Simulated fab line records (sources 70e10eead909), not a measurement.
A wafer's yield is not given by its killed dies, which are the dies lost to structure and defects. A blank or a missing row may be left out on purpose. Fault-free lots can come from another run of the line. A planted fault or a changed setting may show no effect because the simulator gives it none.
Matching of chambers / flow nand-harc / NHARC_A_CHANNEL_FILL_D1_ALD_02 on ald-hk-04: 4 sister chambers
The step deposits SiO2, target thk 6 nm, pulse time 10 s, ald cycles 60. 20 wafers are shown with their chamber, then 10 later ones without.

== EACH WAFER AND ITS CHAMBER ==
wafer=L075.2; chamber=1; heater-power-w (W)=456; precursor-pulse-height-rel=0.991
wafer=L075.5; chamber=0; heater-power-w (W)=444; precursor-pulse-height-rel=1.005
wafer=L075.6; chamber=1; heater-power-w (W)=460; precursor-pulse-height-rel=1.012
wafer=L077.1; chamber=0; heater-power-w (W)=463; precursor-pulse-height-rel=0.989
wafer=L077.5; chamber=0; heater-power-w (W)=470; precursor-pulse-height-rel=0.991
wafer=L077.6; chamber=1; heater-power-w (W)=445; precursor-pulse-height-rel=1.007
wafer=L087.2; chamber=0; heater-power-w (W)=448; precursor-pulse-height-rel=1.005
wafer=L087.4; chamber=3; heater-power-w (W)=492; precursor-pulse-height-rel=1.003
wafer=L087.5; chamber=1; heater-power-w (W)=462; precursor-pulse-height-rel=1.020
wafer=L089.1; chamber=0; heater-power-w (W)=462; precursor-pulse-height-rel=0.982
wafer=L089.4; chamber=1; heater-power-w (W)=447; precursor-pulse-height-rel=1.009
wafer=L089.6; chamber=0; heater-power-w (W)=460; precursor-pulse-height-rel=0.992
wafer=L093.2; chamber=1; heater-power-w (W)=451; precursor-pulse-height-rel=1.001
wafer=L093.4; chamber=2; heater-power-w (W)=437; precursor-pulse-height-rel=1.029
wafer=L093.6; chamber=2; heater-power-w (W)=440; precursor-pulse-height-rel=1.004
wafer=L093.1; chamber=0; heater-power-w (W)=463; precursor-pulse-height-rel=1.026
wafer=L093.3; chamber=3; heater-power-w (W)=531; precursor-pulse-height-rel=1.020
wafer=L093.5; chamber=3; heater-power-w (W)=524; precursor-pulse-height-rel=1.034
wafer=L092.2; chamber=3; heater-power-w (W)=532; precursor-pulse-height-rel=1.015
wafer=L092.5; chamber=3; heater-power-w (W)=536; precursor-pulse-height-rel=0.982

SIGNATURES (averages over the wafers above)
reading=heater-power-w; chamber 0=458.57; chamber 1=453.50; chamber 2=438.50; chamber 3=523.00; scatter within a chamber=11.3
reading=precursor-pulse-height-rel; chamber 0=0.99857; chamber 1=1.00667; chamber 2=1.01650; chamber 3=1.01080; scatter within a chamber=0.0151
Rule: distance of a wafer from a chamber = root of the sum over the readings of ((wafer's reading minus chamber's mean) / reading's scatter) squared. If the next closest chamber is less than 2 further off than the closest, the wafer can't be placed; otherwise it belongs to the closest. The scatter: the root of (the sum of the squares of (reading less its chamber's mean) over the shown wafers, divided by (wafers less chambers)).

== WAFERS WITHOUT THEIR CHAMBER ==
wafer=L092.6; heater-power-w (W)=427; precursor-pulse-height-rel=0.994
wafer=L091.4; heater-power-w (W)=456; precursor-pulse-height-rel=0.964
wafer=L091.5; heater-power-w (W)=436; precursor-pulse-height-rel=0.983
wafer=L091.6; heater-power-w (W)=523; precursor-pulse-height-rel=0.973
wafer=L095.1; heater-power-w (W)=466; precursor-pulse-height-rel=1.024
wafer=L095.2; heater-power-w (W)=462; precursor-pulse-height-rel=0.996
wafer=L095.6; heater-power-w (W)=529; precursor-pulse-height-rel=0.985
wafer=L097.2; heater-power-w (W)=458; precursor-pulse-height-rel=0.994
wafer=L097.5; heater-power-w (W)=463; precursor-pulse-height-rel=1.014
wafer=L097.6; heater-power-w (W)=448; precursor-pulse-height-rel=1.026

== CHAMBER TAKEN BY EACH ==
wafer=L092.6; from the rows above=can't be placed: 2 or 1 or 0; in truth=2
wafer=L091.4; from the rows above=can't be placed: 0 or 1 or 2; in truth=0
wafer=L091.5; from the rows above=can't be placed: 1 or 2 or 0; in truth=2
wafer=L091.6; from the rows above=3; in truth=3
wafer=L095.1; from the rows above=can't be placed: 1 or 0 or 2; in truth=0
wafer=L095.2; from the rows above=can't be placed: 0 or 1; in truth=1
wafer=L095.6; from the rows above=3; in truth=3
wafer=L097.2; from the rows above=can't be placed: 0 or 1 or 2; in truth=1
wafer=L097.5; from the rows above=can't be placed: 1 or 0 or 2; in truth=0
wafer=L097.6; from the rows above=can't be placed: 2 or 1 or 0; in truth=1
2 of 10 placed correctly. Not placeable from these rows: 8 (in 8, the candidates include the true chamber). Number placed wrongly: 0.
